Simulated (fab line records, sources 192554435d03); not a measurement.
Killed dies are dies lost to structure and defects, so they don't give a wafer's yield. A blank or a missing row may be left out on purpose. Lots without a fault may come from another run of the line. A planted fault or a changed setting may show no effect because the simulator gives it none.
Split-lot experiment | flow n5_finfet | 7 lots, 21 wafers read, on a route of 1938 steps

THE SPLIT
At N5_BEOL_M0_ETCH_109 (etches SiCN in CH3F/O2, target depth 8 nm, overetch 2.4 nm, time 27.4 s), the setting bias_w was moved away from the recipe's 75 W on 5 of the 21 wafers read, by +10.1% to +14.2%. The other wafers ran this setting at the recipe's value.

The reading is taken at the split's own step.

THE READING
rf_vpp_V, in V, at N5_BEOL_M0_ETCH_109 (etches SiCN in CH3F/O2, target depth 8 nm, overetch 2.4 nm, time 27.4 s). Fault-free wafers of this fab line usually give 296.9 V, standard deviation 1.4 V.

wafer  | tool, chamber at the split | bias_w as run, W | against the recipe | rf_vpp_V, V | against lot-mates on the recipe
L074.1 | rie_diel-05, 1             | 75               | recipe             | 297.8       | -
L074.2 | rie_diel-05, 0             | 82.88            | +10.5%             | 315.4       | +17.6
L074.3 | rie_diel-05, 3             | 82.88            | +10.5%             | 316.8       | +19.0
L079.2 | rie_diel-06, 2             | 75               | recipe             | 293.5       | -
L079.3 | rie_diel-06, 3             | 75               | recipe             | 297.3       | -
L079.4 | rie_diel-06, 1             | 82.6             | +10.1%             | 315.5       | +20.1
L080.1 | rie_diel-03, 0             | 75               | recipe             | 295.8       | -
L080.2 | rie_diel-03, 2             | 75               | recipe             | 294.6       | -
L080.5 | rie_diel-03, 2             | 83.48            | +11.3%             | 317.2       | +22.0
L082.1 | rie_diel-03, 0             | 75               | recipe             | 295.2       | -
L082.3 | rie_diel-03, 1             | 85.64            | +14.2%             | 324.3       | +28.7
L082.4 | rie_diel-03, 3             | 75               | recipe             | 296.1       | -
L085.1 | rie_diel-03, 1             | 75               | recipe             | 297.9       | -
L085.3 | rie_diel-03, 3             | 75               | recipe             | 296.6       | -
L085.4 | rie_diel-03, 0             | 75               | recipe             | 295.0       | -
L089.1 | rie_diel-03, 2             | 75               | recipe             | 293.2       | -
L089.3 | rie_diel-03, 3             | 75               | recipe             | 297.3       | -
L089.5 | rie_diel-03, 0             | 75               | recipe             | 296.0       | -
L091.1 | rie_diel-03, 0             | 75               | recipe             | 294.4       | -
L091.2 | rie_diel-03, 1             | 75               | recipe             | 297.3       | -
L091.5 | rie_diel-03, 3             | 75               | recipe             | 294.9       | -

THE FIT
A straight line over all 21 wafers: rf_vpp_V changes by +1.95 V for each +1% of bias_w; r = +0.99; the points scatter about the line by 1.4 V.
The same after taking each lot's own level away (the mean of its wafers on the recipe; 21 wafers): +1.91 V for each +1%; r = +0.99; scatter 1.4 V.
On that fit, the largest move of bias_w shifts the reading by 27 V.
The lots' own levels span 295.20 to 297.80 V, that is 1.9 times the standard deviation above.
So the lot-to-lot level changes the slope little: the two slopes agree.
Check: with one of the wafers moved furthest among these (+14.2%) left out of the fit, the line predicts +26.3 V for it against its lot-mates. It came out at +28.7 V against them.
Tool readings at the split's step, against how far the setting was moved: rf_vpp_V r = +0.99.

OTHER SPLITS ON THESE WAFERS
These wafers also went through other splits before the reading. Each is held against what the fit with the lots' levels taken away leaves over:
other split on the same wafers            | wafers away from the commonest value | r with rf_vpp_V (lot level and that fit taken away)
N5_SD_EPI_P_PEB_07 peb_time_s             | 4                                    | +0.25
N5_SD_EPI_P_ETCH_36 bias_w                | 7                                    | +0.48
N5_HKMG_FIN_HK_ALD_01 ald_cycles          | 6                                    | +0.05
N5_HKMG_FIN_DEVELOP_48 develop_time_s     | 7                                    | +0.14
N5_MOL_CONTACT_COAG_ETCHBACK_135 time_s   | 6                                    | -0.29
N5_MOL_CONTACT_COAG_COAT_63 spin_rpm      | 8                                    | -0.33
N5_BEOL_M0_SAQP_ETCH_84 time_s            | 9                                    | +0.27
N5_BEOL_M0_SAQP_SPACER1_ALD_98 ald_cycles | 11                                   | +0.30

THE FILE'S OWN FIT
rf_vpp_V changes by +1.94 V for each +1% of bias_w, r = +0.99.
